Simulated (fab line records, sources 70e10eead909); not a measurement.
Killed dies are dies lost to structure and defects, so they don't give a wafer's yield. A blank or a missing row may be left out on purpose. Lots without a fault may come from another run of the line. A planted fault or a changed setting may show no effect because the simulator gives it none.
fab line records | flow nand_harc
record lots=10 wafers=30 last_day=34
route steps=1302 shown P_CONTACT@232 P_M0@260 END@1302
lots that met no fault: from a run of the same line without faults
start_h: hours from the record's first day to the start of the lot's first wafer shown | wait_h: hours since the lot's step before | " the same as in the row above | L1.1+2: a row that stands for several wafers | - no value, or no start given | * or withheld: withheld | < > ~ a bound
route shown NAME@n: a module of which the file shows steps, and the number in the route of the first | usual: mean/standard deviation of fault-free wafers | same: alike in all rows | chamber/n: place in a boat | sites: the reading at each site | _std_site: their standard deviation | _edge_site: outer sites' mean less inner sites' | radius_mm: how far each site lies from the wafer's centre | mask NAME#n: copy n | behind: the tool/chamber that last shaped the wafer | hold: why the lot was held/for how many hours/how that ended | device: the transistor (n, p or np) that didn't switch | end of line: the same wafers' tests at the end of the route | a step without rows: its recipe alone | killed: dies lost to structure and defects at the first sort, not the wafer's yield | map: a wafer's dies, x killed, . not, _ none there
set.NAME: the setting as run; set.NAME@STEP: as run at that earlier step | model.NAME: the simulator's own value behind a step, which no gauge read
steps of the route over a sample of lots; a table a step, a row a wafer
services: from which hour (start_h, from the record's first day; less than 0 if before it) a tool's chamber was out of use, for how many hours, and why
## steps
# step NHARC_P_CONTACT_CD_MEAS_12
# recipe target_cd_nm=90 landing_energy_ev=500
# usual cd_nm=89.3/0.75
# columns lot.wafer tool chamber start_h wait_h cd_nm
L693.1 cd_sem-02 0 122.68 - 89.3
L693.3 " 0 " " 89.5
L693.6 " 0 " " 89.5
L694.1 cd_sem-01 0 129.12 - 88.6
L694.2 " 0 " " 89.1
L694.5 " 0 " " 88.7
L695.2 cd_sem-03 0 144.48 - 89.4
L695.3 " 0 " " 89.4
L695.5 " 0 " " 88.0
L699.1 cd_sem-02 0 177.46 - 89.6
L699.3 " 0 " " 89.3
L699.6 " 0 " " 89.5
L702.1 cd_sem-02 0 206.50 - 89.5
L702.3 " 0 " " 89.4
L702.4 " 0 " " 89.0
L703.3 cd_sem-01 0 217.81 - 90.4
L703.5 " 0 " " 88.6
L703.6 " 0 " " 90.0
L704.1 cd_sem-02 0 231.06 - 90.2
L704.5 " 0 " " 89.6
L704.6 " 0 " " 89.4
L714.2 cd_sem-03 0 336.74 - 89.5
L714.3 " 0 " " 89.3
L714.5 " 0 " " 88.1
L715.1 cd_sem-01 0 339.56 - 89.9
L715.2 " 0 " " 89.4
L715.3 " 0 " " 89.5
L716.2 cd_sem-01 0 350.47 - 89.5
L716.4 " 0 " " 89.9
L716.6 " 0 " " 88.3
# step NHARC_P_CONTACT_ETCH_36
# recipe target_depth_a=2600 over_etch_frac=0.25 time_s=406.25 ion_energy_ev=200 n2_flow_sccm=150 h2_flow_sccm=150 ar_flow_sccm=0 rf_w=400 bias_w=150 chemistry=N2/H2
# usual drypump_motor_current_A=5.5/0.36 mfc_ar_sccm=0.015/0.014 oes_product_au=1.002/0.012 rf_vpp_V=431.9/2.3 showerhead_plenum_p_Torr=2.09/0.075 throttle_valve_pct=14.171/0.0093
# same over_etch_frac=0.25
# columns lot.wafer tool chamber start_h wait_h drypump_motor_current_A mfc_ar_sccm oes_product_au rf_hours_counter_h rf_vpp_V showerhead_plenum_p_Torr throttle_valve_pct
L693.1 rie_diel-12 3 - - 5.7 0.020 0.995 0.9 430.4 2.07 14.171
L693.3 " 0 " " 5.0 0 1.013 0.8 426.4 1.94 14.168
L693.6 " 1 " " 5.6 0.004 0.978 - 433.3 2.15 14.176
L694.1 rie_diel-07 1 - - 5.1 0 0.988 0.1 431.1 2.09 14.167
L694.2 " 2 " " 5.3 0.024 1.000 0.1 435.3 2.18 14.181
L694.5 " 2 " " 5.3 0.024 0.991 - 435.5 2.18 14.156
L695.2 rie_diel-12 1 - - 5.7 0.004 1.012 1.4 434.4 2.15 14.177
L695.3 " 3 " " 5.7 0.020 1.000 1.5 431.4 2.07 14.179
L695.5 " 0 " " 5.0 0 1.011 - 428.4 1.94 14.163
L699.1 rie_diel-03 2 - - 6.0 0 0.999 3.1 429.3 2.01 14.170
L699.3 " 0 " " 6.3 0 1.011 2.9 428.6 1.99 14.160
L699.6 " 1 " " 5.3 0.034 1.011 - 432.4 2.07 14.164
L702.1 rie_diel-03 0 - - 6.3 0 1.020 3.9 428.5 1.99 14.173
L702.4 " 2 " " 6.0 0 1.010 4.5 430.3 2.01 14.168
L702.3 " 3 " " 5.2 0.033 1.015 4.5 434.2 2.15 14.178
L703.3 rie_diel-12 3 - - 5.7 0.020 0.997 3.2 431.4 2.07 14.177
L703.6 " 2 " " 5.9 0.012 1.006 - 431.8 2.08 14.170
L703.5 " 3 " " 5.7 0.020 0.998 - 432.3 2.07 14.153
L704.1 rie_diel-12 2 - - 5.9 0.012 1.006 4.0 430.6 2.08 14.172
L704.5 " 2 " " 5.9 0.012 0.998 - 433.0 2.08 14.190
L704.6 " 3 " " 5.7 0.020 1.016 - 432.3 2.07 14.163
L714.3 rie_diel-07 3 - - 5.5 0.027 0.998 0.9 433.0 2.20 14.192
L714.2 " 1 " " 5.2 0 0.995 1.1 432.2 2.09 14.176
L714.5 " 2 " " 5.3 0.024 1.017 - 434.1 2.18 14.179
L715.2 rie_diel-12 1 - - 5.6 0.004 1.038 1.6 432.4 2.15 14.169
L715.1 " 3 " " 5.7 0.020 0.996 2.7 432.7 2.07 14.180
L715.3 " 0 " " 5.0 0 0.988 2.5 428.2 1.94 14.160
L716.2 rie_diel-07 3 - - 5.5 0.027 0.997 1.4 435.2 2.20 14.168
L716.4 " 1 " " 5.1 0 0.981 1.4 434.1 2.09 14.184
L716.6 " 0 " " 5.3 0.036 1.020 - 433.4 2.13 14.168
# step NHARC_P_CONTACT_ETCH_18
# recipe target_depth_a=4810 time_s=240.5 c4f8_flow_sccm=20 o2_flow_sccm=10 ar_flow_sccm=withheld rf_w=600 bias_w=1500 chemistry=C4F8/O2/Ar
# usual oes_product_au=0.966/0.017 rf_vpp_V=981/5
# columns lot.wafer tool chamber start_h wait_h oes_product_au rf_hours_counter_h rf_vpp_V
L693.1 rie_diel-12 2 - - 0.978 1.1 981
L693.3 " 3 " " 0.961 1.0 980
L693.6 " 1 " " 0.961 - 985
L694.1 rie_diel-07 2 - - 0.985 0.3 988
L694.2 " 0 " " 0.966 0.2 985
L694.5 " 2 " " 0.984 - 987
L695.3 rie_diel-12 2 - - 0.960 1.6 981
L695.2 " 3 " " 0.960 1.6 981
L695.5 " 2 " " 0.968 - 981
L699.1 rie_diel-03 2 - - 0.952 3.3 973
L699.3 " 3 " " 0.984 3.5 987
L699.6 " 1 " " 0.964 - 980
L702.1 rie_diel-03 0 - - 0.999 4.1 976
L702.4 " 1 " " 0.983 4.8 981
L702.3 " 3 " " 0.965 4.6 983
L703.3 rie_diel-12 3 - - 0.988 3.4 980
L703.6 " 2 " " 0.973 - 980
L703.5 " 3 " " 0.987 - 980
L704.1 rie_diel-12 3 - - 0.982 4.0 980
L704.6 " 0 " " 0.958 - 971
L704.5 " 1 " " 0.962 - 986
L714.2 rie_diel-07 1 - - 0.951 1.1 981
L714.3 " 2 " " 0.963 1.2 987
L714.5 " 0 " " 0.980 - 985
L715.1 rie_diel-12 3 - - 0.962 2.8 980
L715.3 " 0 " " 0.960 2.6 970
L715.2 " 2 " " 0.964 2.9 980
L716.4 rie_diel-07 3 - - 0.964 1.6 987
L716.2 " 0 " " 0.997 1.6 986
L716.6 " 2 " " 0.971 - 986
# step NHARC_P_M0_EXPOSE_06
# recipe na=1.35 target_cd_nm=90 dose_mj=81.28 mask_id=P_M0
# usual exposure_dose_mJ_cm2=81.28/0.077
# same na=1.35
# columns lot.wafer tool chamber start_h wait_h mask exposure_dose_mJ_cm2
L693.1 arfi_scanner-03 0 126.70 - P_M0#0 81.20
L693.3 " 0 " " P_M0#0 81.10
L693.6 " 0 " " P_M0#0 81.34
L694.1 arfi_scanner-02 0 133.14 - P_M0#0 81.26
L694.2 " 0 " " P_M0#0 81.21
L694.5 " 0 " " P_M0#0 81.21
L695.2 arfi_scanner-02 0 148.39 - P_M0#0 81.29
L695.3 " 0 " " P_M0#0 81.38
L695.5 " 0 " " P_M0#0 81.34
L699.1 arfi_scanner-03 0 181.50 - P_M0#0 81.35
L699.3 " 0 " " P_M0#0 81.32
L699.6 " 0 " " P_M0#0 81.36
L702.1 arfi_scanner-01 0 210.56 - P_M0#0 81.23
L702.3 " 0 " " P_M0#0 81.33
L702.4 " 0 " " P_M0#0 81.30
L703.3 arfi_scanner-01 0 221.72 - P_M0#0 81.11
L703.5 " 0 " " P_M0#0 81.19
L703.6 " 0 " " P_M0#0 81.17
L704.1 arfi_scanner-03 0 235.13 - P_M0#0 81.35
L704.5 " 0 " " P_M0#0 81.24
L704.6 " 0 " " P_M0#0 81.25
L714.2 arfi_scanner-03 0 340.66 - P_M0#0 77.44
L714.3 " 0 " " P_M0#0 77.48
L714.5 " 0 " " P_M0#0 77.48
L715.1 arfi_scanner-03 0 343.49 - P_M0#0 78.30
L715.2 " 0 " " P_M0#0 78.26
L715.3 " 0 " " P_M0#0 78.27
L716.2 arfi_scanner-01 0 354.49 - P_M0#0 81.28
L716.4 " 0 " " P_M0#0 81.17
L716.6 " 0 " " P_M0#0 81.00
# step NHARC_P_M0_CD_MEAS_09
# recipe target_cd_nm=90 landing_energy_ev=500
# usual cd_nm=90.0/0.76
# columns lot.wafer tool chamber start_h wait_h hold cd_nm
L693.1 cd_sem-03 0 126.84 - - 90.8
L693.3 " 0 " " - 89.9
L693.6 " 0 " " - 89.9
L694.1 cd_sem-02 0 133.28 - - 91.1
L694.2 " 0 " " - 91.5
L694.5 " 0 " " - 91.4
L695.2 cd_sem-03 0 148.52 - - 90.5
L695.3 " 0 " " - 89.8
L695.5 " 0 " " - 90.3
L699.1 cd_sem-02 0 181.63 - - 90.9
L699.3 " 0 " " - 89.8
L699.6 " 0 " " - 89.8
L702.1 cd_sem-01 0 210.70 - - 91.1
L702.3 " 0 " " - 90.6
L702.4 " 0 " " - 90.5
L703.3 cd_sem-01 0 221.85 - - 91.0
L703.5 " 0 " " - 90.5
L703.6 " 0 " " - 91.1
L704.1 cd_sem-01 0 235.27 - - 90.3
L704.5 " 0 " " - 89.8
L704.6 " 0 " " - 89.7
L714.2 cd_sem-02 0 340.80 - await_dispo/0.2h/release 86.3
L714.3 " 0 " " await_dispo/0.2h/release 87.0
L714.5 " 0 " " await_dispo/0.2h/release 86.6
L714.2 cd_sem-02 0 - - - 86.6
L714.3 " 0 " " - 87.2
L714.5 " 0 " " - 86.7
L715.1 cd_sem-02 0 343.63 - await_dispo/0.2h/release 87.8
L715.2 " 0 " " await_dispo/0.2h/release 87.3
L715.3 " 0 " " await_dispo/0.2h/release 87.0
L715.1 cd_sem-02 0 - - - 88.2
L715.2 " 0 " " - 87.2
L715.3 " 0 " " - 87.0
L716.2 cd_sem-03 0 354.62 - - 91.4
L716.4 " 0 " " - 90.7
L716.6 " 0 " " - 90.0
# step NHARC_P_M0_CD_MEAS_16
# usual cd_nm=90.1/0.95
# columns lot.wafer tool chamber start_h wait_h cd_nm
L693.1 cd_sem-01 - 127.34 - 90.9
L693.3 " - " " 89.5
L693.6 " - " " 89.3
L694.1 cd_sem-02 - 133.79 - 91.3
L694.2 " - " " 92.0
L694.5 " - " " 91.9
L695.2 cd_sem-03 - 149.01 - 91.0
L695.3 " - " " 90.9
L695.5 " - " " 89.6
L699.1 cd_sem-01 - 182.12 - 90.2
L699.3 " - " " 90.9
L699.6 " - " " 90.2
L702.1 cd_sem-02 - 211.18 - 91.6
L702.3 " - " " 89.4
L702.4 " - " " 90.3
L703.3 cd_sem-01 - 222.46 - 90.9
L703.5 " - " " 91.0
L703.6 " - " " 89.9
L704.1 cd_sem-02 - 235.75 - 89.3
L704.5 " - " " 89.5
L704.6 " - " " 89.0
L714.2 cd_sem-03 - 344.89 - 88.2
L714.3 " - " " 86.6
L714.5 " - " " 87.9
L715.1 cd_sem-01 - 345.96 - 87.8
L715.2 " - " " 88.3
L715.3 " - " " 86.7
L716.2 cd_sem-03 - 355.24 0.2 91.9
L716.4 " - " " 90.7
L716.6 " - " " 91.1
# step NHARC_END_SORT_01
# recipe temp_c=25
# usual defect_limited_yield=91.4/2.4 killed_at_array=54/17 killed_at_other=0.7/1 killed_at_periphery=3.7/2.9 killed_dies=58/16 killed_open=3.2/1.9 killed_short=2.2/1.5 sort_bin_2_pct=3.1/1.1 sort_bin_3_pct=0.6/0.33 sort_bin_4_pct=4.9/1.4 sort_n_pass=619/16 sort_rim_yield_pct=94/3.8 sort_yield_pct=91.4/2.4
# same gross_dies=677 sort_bin_5_pct[%]=0 sort_bin_6_pct[%]=0 sort_bin_7_pct[%]=0 sort_bin_8_pct[%]=0 sort_rim_n_gross=106.00
# columns lot.wafer tool chamber start_h wait_h defect_limited_yield[%] killed_at_array killed_at_other killed_at_periphery killed_dies killed_open killed_short sort_bin_2_pct[%] sort_bin_3_pct[%] sort_bin_4_pct[%] sort_n_pass sort_rim_yield_pct[%] sort_yield_pct[%]
L704.6 prober-01 0 675.20 4.0 92.8 43 0 6 49 1 3 2.2 0.6 4.4 628 95 92.8
# killed by level:class
L704.6 A_CHANNEL_HOLE_D1:chamber_film_flake=31 P_GATE:chamber_film_flake=5 A_STAIRCASE:chamber_film_flake=3 A_CHANNEL_FILL_D2:chamber_film_flake=2 A_SLIT:chamber_film_flake=2 P_M0:geometric_particle:open=1 A_CHANNEL_FILL_D1:geometric_particle:short=1 A_CHANNEL_FILL_D2:geometric_particle:short=1
## services
# columns tool chamber start_h hours kind
rie_diel-03 - 104.30 9.0 pm
arfi_scanner-03 - 112.13 0.4 repair
arfi_scanner-01 - 115.05 2.4 repair
rie_diel-07 - 117.20 9.0 pm
rie_diel-03 - 133.82 0.7 repair
arfi_scanner-02 - 140.00 4.0 pm
arfi_scanner-02 - 156.51 1.2 repair
arfi_scanner-01 - 158.26 3.3 repair
rie_diel-03 2 160.51 6.5 repair
rie_diel-07 3 174.23 20.7 repair
rie_diel-07 0 179.19 7.6 repair
rie_diel-07 1 182.31 3.8 repair
rie_diel-12 0 193.16 1.3 repair
arfi_scanner-03 - 196.00 4.0 pm
arfi_scanner-01 - 252.01 4.0 pm
rie_diel-07 - 262.25 0.3 repair
rie_diel-12 - 267.64 0.8 repair
arfi_scanner-03 - 271.05 0.5 repair
rie_diel-03 - 281.45 9.0 pm
rie_diel-12 1 289.48 20.6 repair
rie_diel-07 - 294.20 9.0 pm
arfi_scanner-03 - 330.06 0.2 repair
rie_diel-03 1 337.73 2.2 repair
arfi_scanner-03 - 338.96 0.5 repair
## key
first_sign step=NHARC_P_M0_EXPOSE_06 reading=exposure_dose_mJ_cm2 direction=down sigmas=44 usual=81.28 struck=77.87
effect step=NHARC_P_M0_CD_MEAS_09 reading=visit direction=added through=control_loop
effect step=NHARC_P_M0_CD_MEAS_16 reading=cd_nm direction=down sigmas=2.6 usual=90.1 struck=87.6 through=control_loop
met_at NHARC_P_M0_EXPOSE_06
struck_lots L714,L715
loop_trim step=NHARC_P_M0_EXPOSE_06 setting=dose lots=L715
not_acting_at NHARC_P_CONTACT_CD_MEAS_12,NHARC_P_CONTACT_ETCH_36,NHARC_P_CONTACT_ETCH_18
onset_between 235.13 340.66
fault kind=process_parameter_drift tool=arfi_scanner-03 chamber=- onset_h=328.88 steps=NHARC_P_M0_EXPOSE_06 channel=dose_mj offset=-3.8027 shape=step acts_in=these_recipes_only stated=81.28
# loop_trim: a control loop set the setting to another value than it would have without faults
